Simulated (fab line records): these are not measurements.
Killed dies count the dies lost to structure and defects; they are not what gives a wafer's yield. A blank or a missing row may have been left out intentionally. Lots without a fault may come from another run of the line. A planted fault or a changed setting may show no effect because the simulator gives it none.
Struck lot and sound lot, side by side    flow nandHarc    40 steps out of a route of 1302
Sound: the wafers L763.1, L763.4, L763.6. Struck: wafer L770.1 (left out: L770.2, L770.6 of the same lot, which were not struck); the cause appears at the end.
Per side, at each step with rows, come the tool, then ch with its chambers, and then its first start. Under that, the readings that differ: sound wafers    struck wafers    difference of the means    sigmas: that difference in standard deviations of wafers without a fault.
alike: readings whose means differ by less than 2 such deviations, and words and numbers that are the same on both sides. not compared: withheld readings, readings that some wafer has no value for, bounds like >300 that may hide the same value, and numbers for which the record gives no deviation and whose values overlap.
The two part at a step that has a row with sigmas, a row that says differs or no value, or rows on one side only. When numbers do not overlap yet have no deviation, they are printed without sigmas and do not part them. A reading missing from all wafers of one side parts the sides only when that side holds two or more wafers.

NHARC_A_CONTACT_ETCH_134: etches the open film in C4F8/O2/Ar, time 140 s, target depth 700 nm.
  sound on harCapEtch-03 ch 0,1, day 27 03:56; struck on harCapEtch-02 ch 1, day 29 19:58
  not compared: rfHoursCounterH
then, 3 steps without rows for these wafers: NHARC_A_CONTACT_ETCH_135 (etches the open film in C4F8/O2/Ar, time 311 s, target depth 1912 nm); NHARC_A_CONTACT_ETCH_136 (etches the open film in C4F8/O2/Ar, time 311 s, target depth 1912 nm); NHARC_A_CONTACT_ETCH_137 (etches the open film in C4F8/O2/Ar, time 311 s, target depth 1912 nm).
NHARC_A_CONTACT_ETCH_138: etches the open film in C4F8/O2/Ar, time 311 s, target depth 1914 nm.
  sound on harCapEtch-03 ch 0,1, day 27 05:11; struck on harCapEtch-02 ch 1, day 29 20:59
  not compared: rfHoursCounterH
then, 1 step without rows for these wafers: NHARC_A_CONTACT_ETCH_139 (etches the open film in C4F8/O2/Ar, time 195 s, target depth 840 nm).
NHARC_A_CONTACT_ETCH_92: etches the open film in CH3F/O2, target depth 40 nm, time 85.7 s.
  sound on rieDiel-13 ch 1,2, day 27 05:58; struck on rieDiel-10 ch 0, day 29 21:49
  alike: drypumpMotorCurrentA, oesProductAu, rfVppV, showerheadPlenumPTorr, throttleValvePct
  not compared: rfHoursCounterH
then, 1 step without rows for these wafers: NHARC_A_CONTACT_ETCH_98 (etches the open film in C4F6/O2, target depth 20 nm, time 10 s).
NHARC_A_CONTACT_CD_MEAS_15:
  sound on cdSem-03, day 27 06:11; struck on cdSem-02, day 29 22:01
  alike: cdNm
then, 3 steps without rows for these wafers: NHARC_A_CONTACT_STRIP_107 (strips in N2/H2); NHARC_A_CONTACT_STRIP_108 (strips in CF4/CHF3); NHARC_A_CONTACT_STRIP_109 (strips in O2/COS).
NHARC_A_CONTACT_ETCH_110: etches the open film in CF4/O2, target depth 60 nm, overetch 6 nm, time 33 s.
  sound on rieDiel-10 ch 0,1, day 27 06:31; struck on rieDiel-10 ch 3, day 29 22:19
  alike: drypumpMotorCurrentA, oes_f_703_au, oesProductAu, rfVppV, showerheadPlenumPTorr, throttleValvePct
  not compared: rfHoursCounterH
then, 2 steps without rows for these wafers: NHARC_A_CONTACT_STRIP_26 (strips in O2); NHARC_A_CONTACT_STRIP_27 (strips in post etch residue remover, time 600 s).
NHARC_A_CONTACT_ALD_18: deposits TiN, target thk 3 nm, pulse time 1 s, ald cycles 150.
  sound on aldMetal-04 ch 1,2,3, day 27 07:14; struck on aldMetal-02 ch 1, day 29 22:59
  alike: heaterPowerW, precursorPulseHeightRel
then, 13 steps without rows for these wafers: NHARC_A_CONTACT_CVD_19 (deposits W, target thk 300 nm, time 802 s); NHARC_A_CONTACT_CMP_20 (polishes, t overpolish 30 s, target thk 300 nm); NHARC_A_CONTACT_SRD_22; NHARC_A_BLC_DEHYDRATE_00 (time 120 s); NHARC_A_BLC_HMDS_01 (time 30 s); NHARC_A_BLC_COAT_02 (time 75 s); NHARC_A_BLC_COAT_03 (time 65 s); NHARC_A_BLC_COAT_04 (resist thk 90 nm); NHARC_A_BLC_SOFTBAKE_05 (time 55 s); NHARC_A_BLC_EBR_06; NHARC_A_BLC_EXPOSE_07 (exposes mask A BLC, target cd 100 nm); NHARC_A_BLC_PEB_08 (peb time 65 s); NHARC_A_BLC_DEVELOP_09 (develop time 35 s).
NHARC_A_BLC_CD_MEAS_10 targets a cd of 100 nm.
  sound on cdSem-02 ch 0, day 27 09:14; struck on cdSem-03 ch 0, day 30 00:57
  alike: cdNm
NHARC_A_BLC_OVL_MEAS_11:
  sound on overlay-01, day 27 09:19; struck on overlay-02, day 30 01:02
  alike: overlayXNm, overlayYNm
NHARC_A_BLC_DESCUM_15: chemistry O2, time 3 s.
  sound on rieDiel-03 ch 1,2,3, day 27 09:26; struck on rieDiel-07 ch 0, day 30 01:09
  alike: drypumpMotorCurrentA, oesProductAu, rfVppV, showerheadPlenumPTorr, throttleValvePct
  not compared: rfHoursCounterH
then, 3 steps without rows for these wafers: NHARC_A_BLC_ETCH_16 (etches the open film in CF4, target depth 39 nm, time 65 s); NHARC_A_BLC_ETCH_17 (etches the open film in N2/H2, target depth 390 nm, time 609.38 s); NHARC_A_BLC_ETCH_18 (etches the open film in C4F8/O2/Ar, target depth 910 nm).
NHARC_A_BLC_CD_MEAS_19:
  sound on cdSem-03, day 27 10:23; struck on cdSem-01, day 30 02:07
  alike: cdNm
then, 3 steps without rows for these wafers: NHARC_A_BLC_STRIP_29 (strips in CF4); NHARC_A_BLC_STRIP_21 (strips in O2); NHARC_A_BLC_STRIP_22 (strips in post etch residue remover, time 600 s).
NHARC_END_SORT_01:
  only the struck wafers appear in the record here, on prober-01 ch 0 at day 31 17:55; the sound ones have no rows

## WHERE THEY PART
Only at NHARC_END_SORT_01, within this record.

WHY: what the simulator had put in
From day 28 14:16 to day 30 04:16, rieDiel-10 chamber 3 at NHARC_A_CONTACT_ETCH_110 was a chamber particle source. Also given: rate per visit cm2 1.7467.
